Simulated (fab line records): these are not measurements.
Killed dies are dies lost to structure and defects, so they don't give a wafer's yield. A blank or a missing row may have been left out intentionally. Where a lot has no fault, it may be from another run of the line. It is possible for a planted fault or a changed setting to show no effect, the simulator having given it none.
fab line records	flow n5Finfet	part 2 of 2: steps 5 to 6 of 6
record lots=19	wafers=57	lastDay=17
route steps=1938 shown BEOL_M14@1731 BEOL_M15@1786
lots that met no fault: taken from a fault-free run of the same line
startH: the number of hours between the record's first day and the start of the first shown wafer of the lot	waitH: hours elapsed since this lot's preceding step	" as in the row above	L1.1+2: several wafers, shown together as one row	- either no value or no given start	* or withheld: withheld	< > ~ a bound
route shown NAME@n: NAME is a module with steps in the file, n the number in the route of the first one	usual: the fault-free wafers' mean and standard deviation	same: alike in all rows	chamber/n: place in a boat	sites: per-site readings	_std_site: the values' standard deviation	_edge_site: inner sites' mean taken away from outer sites' mean	radiusMm: how far each site lies from the wafer's centre	mask NAME#n: copy n	behind: tool/chamber where the wafer was last shaped	hold: why the lot was held/for how many hours/how that ended	device: transistor that didn't switch, given as n, p or np	end of line: the tests these same wafers got at the end of their route	where a step has no rows: the recipe by itself	killed: count of dies lost to structure and defects at first sort (not the wafer's yield)	map: dies across one wafer; x = killed, . = not, _ = none there
set.NAME: the run value of the setting; set.NAME@STEP: its run value at that earlier step	model.NAME: the simulator's own value behind a step, which no gauge read
one table for each step of the route and one row for each wafer, over a sample of lots
services: when a tool's chamber went out of use (startH, in hours from the record's first day, below 0 if earlier), for how many hours, and the reason
## steps
# step N5_BEOL_M15_DESCUM_15
# recipe chemistry=O2	timeS=7.9	sourcePowerW=50	biasPowerW=20	pressureMtorr=20	rfFrequencyHz=2.712e+07	tempC=40	o2FlowSccm=225
# usual drypumpMotorCurrentA=5.6/0.58	oesProductAu=0.80/0.096	rfVppV=243.1/1.6	showerheadPlenumPTorr=2.09/0.09	throttleValvePct=20.36/0.19
lot.wafer	tool	chamber	startH	waitH	drypumpMotorCurrentA	oesProductAu	rfHoursCounterH	rfVppV	showerheadPlenumPTorr	throttleValvePct
L077.1	rieDiel-03	1	256.87	0.0	5.5	0.73	197	244.2	2.17	20.34
L077.3	"	0	"	"	5.3	0.69	251	244.8	2.16	20.45
L077.5	"	0	"	"	5.4	0.69	-	245.8	2.16	20.46
L075.3	rieDiel-05	3	257.36	0.0	6.8	0.75	169	241.7	1.99	20.43
L075.4	"	0	"	"	4.7	0.84	63	243.2	2.03	20.18
L075.5	"	2	"	"	6.2	0.70	-	242.2	2.00	20.67
L076.2	rieDiel-01	1	260.23	0.3	5.8	0.87	60	244.9	2.21	20.25
L076.4	"	3	"	"	4.9	0.92	-	244.2	2.13	20.03
L076.6	"	1	"	"	5.8	0.87	-	245.7	2.21	20.26
L078.1	rieDiel-01	1	280.07	0.0	5.8	0.86	65	245.4	2.21	20.27
L078.3	"	3	"	"	4.9	0.91	27	244.1	2.13	20.03
L078.6	"	3	"	"	4.9	0.91	-	244.6	2.13	20.03
L080.1	rieDiel-03	0	283.99	0.2	5.4	1.02	1	244.4	2.15	20.10
L080.3	"	2	"	"	5.1	0.73	181	244.2	2.17	20.39
L080.6	"	2	"	"	5.2	0.72	-	244.5	2.17	20.39
L081.1	rieDiel-05	2	290.61	0.0	6.2	0.70	209	243.0	2.00	20.68
L081.4	"	0	"	"	4.7	0.83	73	241.2	2.02	20.20
L081.6	"	2	"	"	6.2	0.69	-	241.2	2.00	20.68
L083.1	rieDiel-05	0	292.64	0.0	4.7	0.83	74	242.5	2.02	20.22
L083.2	"	2	"	"	6.2	0.70	210	241.1	2.00	20.68
L083.4	"	1	"	"	6.0	0.91	27	241.3	2.05	20.40
L084.3	rieDiel-01	2	300.46	0.0	6.3	0.72	215	244.2	2.15	20.74
L084.5	"	2	"	"	6.3	0.72	-	243.4	2.15	20.73
L084.6	"	3	"	"	4.9	0.89	-	245.1	2.13	20.05
L085.2	rieDiel-03	3	305.35	0.2	5.2	0.73	167	239.7	1.91	20.26
L085.4	"	1	"	"	5.4	0.71	213	243.3	2.16	20.37
L085.6	"	0	"	"	5.3	0.97	-	243.2	2.15	20.11
L086.1	rieDiel-01	2	314.66	0.0	6.4	0.72	220	242.6	2.15	20.76
L086.2	"	3	"	"	4.9	0.87	40	242.5	2.13	20.04
L086.4	"	0	"	"	6.0	0.92	31	243.7	2.14	20.36
L087.2	rieDiel-03	2	326.88	0.0	5.2	0.71	194	244.2	2.17	20.41
L087.5	"	1	"	"	5.4	0.71	-	244.5	2.16	20.37
L087.6	"	0	"	"	5.3	0.95	-	243.6	2.15	20.13
L090.1	rieDiel-01	2	331.30	0.0	6.3	0.70	224	245.3	2.14	20.75
L090.3	"	1	"	"	5.8	0.83	83	245.6	2.21	20.29
L090.6	"	1	"	"	5.8	0.84	-	244.9	2.21	20.30
L088.2	rieDiel-05	2	341.34	0.2	6.2	0.69	223	240.8	1.99	20.70
L088.3	"	0	"	"	4.7	0.81	88	241.4	2.02	20.21
L088.5	"	3	"	"	6.8	0.73	-	242.7	1.98	20.48
L091.4	rieDiel-03	1	341.66	0.1	5.4	0.70	224	244.6	2.16	20.38
L091.5	"	0	"	"	5.3	0.93	-	244.3	2.15	20.13
L091.6	"	1	"	"	5.4	0.70	-	243.4	2.16	20.37
L089.2	rieDiel-05	2	341.75	0.1	6.2	0.68	224	241.2	1.99	20.72
L089.3	"	0	"	"	4.7	0.80	88	240.1	2.02	20.21
L089.6	"	2	"	"	6.2	0.68	-	242.5	1.99	20.69
L092.1	rieDiel-03	3	356.01	0.0	5.2	0.72	182	239.1	1.91	20.27
L092.4	"	2	"	"	5.1	0.71	203	244.8	2.17	20.41
L092.6	"	0	"	"	5.4	0.92	-	243.9	2.15	20.15
L095.1	rieDiel-01	3	365.80	0.0	4.9	0.85	56	243.6	2.12	20.07
L095.3	"	0	"	"	6.0	0.89	47	242.7	2.13	20.39
L095.4	"	2	"	"	6.3	0.70	235	244.1	2.14	20.78
L093.1	rieDiel-03	3	369.99	0.0	5.2	0.71	187	240.9	1.91	20.29
L093.4	"	0	"	"	5.4	0.92	29	243.4	2.14	20.14
L093.5	"	3	"	"	5.2	0.71	-	241.0	1.91	20.30
L097.1	rieDiel-03	2	384.53	0.0	5.1	0.69	213	244.5	2.16	20.43
L097.4	"	1	"	"	5.4	0.69	-	243.6	2.15	20.40
L097.5	"	2	"	"	5.1	0.70	-	243.8	2.16	20.43
# step N5_BEOL_M15_STRIP_36
# recipe chemistry=O2	powerW=600	tempC=60	pressureMtorr=30	rfFrequencyHz=6e+07	biasPowerW=0	overashFraction=0.3	o2FlowSccm=225
# usual drypumpMotorCurrentA=5.7/0.65	oesProductAu=0.80/0.091	rfVppV=3.8/1	showerheadPlenumPTorr=2.08/0.088	throttleValvePct=16.62/0.21
lot.wafer	tool	chamber	startH	waitH	drypumpMotorCurrentA	oesProductAu	rfHoursCounterH	rfVppV	showerheadPlenumPTorr	throttleValvePct
L077.1	rieDiel-01	3	259.73	0.1	4.9	0.92	22	3.3	2.14	16.28
L077.3	"	0	"	"	6.0	0.96	13	3.5	2.15	16.53
L077.5	"	0	"	"	6.0	0.97	-	3.5	2.15	16.49
L076.2	rieDiel-01	3	263.36	1.3	4.9	0.91	23	6.0	2.14	16.30
L076.4	"	0	"	"	6.0	0.97	14	1.9	2.15	16.53
L076.6	"	0	"	"	6.0	0.97	-	3.5	2.15	16.54
L075.3	rieDiel-03	1	263.40	3.3	5.5	0.74	200	3.2	2.17	16.61
L075.4	"	3	"	"	5.2	0.75	-	4.3	1.92	16.55
L075.5	"	2	"	"	5.1	0.74	-	4.8	2.18	16.69
L078.1	rieDiel-01	1	283.04	0.8	5.8	0.86	67	4.0	2.21	16.51
L078.3	"	0	"	"	6.0	0.94	20	3.9	2.15	16.54
L078.6	"	1	"	"	5.8	0.86	-	2.7	2.22	16.52
L080.1	rieDiel-01	3	285.82	0.1	4.8	0.89	30	2.1	2.13	16.28
L080.3	"	1	"	"	5.8	0.86	68	3.0	2.21	16.50
L080.6	"	3	"	"	4.8	0.91	-	2.5	2.13	16.23
L081.1	rieDiel-01	2	292.70	0.1	6.4	0.71	213	2.9	2.15	17.00
L081.4	"	3	"	"	4.9	0.89	32	3.6	2.13	16.27
L081.6	"	3	"	"	4.9	0.88	-	2.7	2.13	16.28
L083.1	rieDiel-05	2	297.86	3.3	6.2	0.68	212	2.9	2.00	16.93
L083.2	"	0	"	"	4.7	0.83	76	1.9	2.03	16.48
L083.4	"	3	"	"	6.7	0.74	183	4.0	1.99	16.74
L084.3	rieDiel-01	3	302.58	0.1	4.9	0.88	36	3.7	2.13	16.25
L084.5	"	1	"	"	5.8	0.85	-	5.6	2.21	16.51
L084.6	"	2	"	"	6.4	0.70	-	3.9	2.15	16.99
L085.2	rieDiel-05	3	307.72	0.5	6.8	0.75	185	4.2	1.99	16.77
L085.4	"	0	"	"	4.7	0.81	78	4.6	2.03	16.51
L085.6	"	0	"	"	4.7	0.82	-	3.3	2.03	16.48
L086.1	rieDiel-05	0	318.23	1.7	4.7	0.81	81	3.6	2.02	16.51
L086.2	"	3	"	"	6.8	0.73	189	4.3	1.99	16.75
L086.4	"	2	"	"	6.2	0.67	217	3.8	2.00	16.93
L087.2	rieDiel-05	1	329.01	0.4	6.0	0.89	37	3.6	2.05	16.57
L087.5	"	1	"	"	6.0	0.88	-	2.6	2.05	16.61
L087.6	"	2	"	"	6.2	0.68	-	4.6	2.00	16.95
L090.1	rieDiel-05	3	335.93	2.6	6.8	0.75	193	4.5	1.99	16.74
L090.3	"	2	"	"	6.2	0.70	222	2.5	2.00	16.96
L090.6	"	2	"	"	6.2	0.70	-	2.6	2.00	16.94
L088.2	rieDiel-03	1	344.96	1.8	5.4	0.70	224	3.9	2.16	16.64
L088.3	"	0	"	"	5.4	0.93	22	4.5	2.15	16.30
L088.5	"	1	"	"	5.4	0.70	-	3.9	2.16	16.66
L091.4	rieDiel-05	2	344.96	1.4	6.3	0.66	225	4.9	2.00	17.02
L091.5	"	0	"	"	4.7	0.80	-	4.6	2.02	16.49
L091.6	"	3	"	"	6.8	0.73	-	2.4	1.99	16.78
L089.2	rieDiel-05	1	346.48	2.8	6.1	0.89	43	3.6	2.05	16.62
L089.3	"	3	"	"	6.8	0.73	197	4.4	1.99	16.76
L089.6	"	0	"	"	4.7	0.81	-	4.2	2.02	16.49
L092.1	rieDiel-01	2	359.20	1.3	6.3	0.69	234	2.7	2.15	17.06
L092.4	"	1	"	"	5.8	0.83	91	3.8	2.21	16.56
L092.6	"	1	"	"	5.8	0.82	-	3.6	2.21	16.56
L095.1	rieDiel-03	1	367.87	0.2	5.4	0.69	232	4.2	2.16	16.68
L095.3	"	0	"	"	5.4	0.91	28	3.7	2.15	16.34
L095.4	"	2	"	"	5.1	0.71	207	3.1	2.17	16.72
L093.1	rieDiel-05	3	374.05	1.8	6.8	0.72	205	2.3	1.99	16.74
L093.4	"	0	"	"	4.7	0.80	97	3.0	2.02	16.50
L093.5	"	3	"	"	6.8	0.72	-	2.5	1.98	16.75
L097.1	rieDiel-05	0	386.91	0.5	4.7	0.81	101	4.2	2.02	16.52
L097.4	"	2	"	"	6.2	0.66	238	2.6	1.99	16.99
L097.5	"	2	"	"	6.2	0.66	-	6.0	1.99	16.98
## services
tool	chamber	startH	hours	kind
rieDiel-04	0	234.06	1.5	repair
cmp-03	-	240.49	0.4	repair
rieDiel-01	2	247.19	13.3	repair
rieDiel-03	2	251.67	11.3	repair
rieDiel-02	3	252.44	-	clean
rieDiel-02	3	252.44	-	consumableReplace:focusRing
rieDiel-02	3	252.44	23.4	scheduledDown
rieDiel-02	3	252.44	23.4	ventCycle
cmp-04	-	265.89	4.0	pm
rieDiel-01	2	276.08	10.4	repair
cmp-03	-	281.07	4.0	pm
cmp-04	-	288.90	1.0	repair
rieDiel-03	1	291.76	7.9	repair
cmp-01	-	304.58	3.6	pm
cmp-01	-	308.18	7.7	pm
rieDiel-04	1	342.58	5.9	repair
pvdSputter-01	-	347.55	1.5	repair
rieDiel-04	3	353.66	5.1	repair
rieDiel-06	-	360.52	0.5	repair
rieDiel-03	2	364.20	1.3	repair
rieDiel-03	0	374.44	14.3	repair
rieDiel-02	-	374.68	2.8	pm
cmp-01	-	376.75	4.0	pm
rieDiel-04	0	379.45	4.8	repair
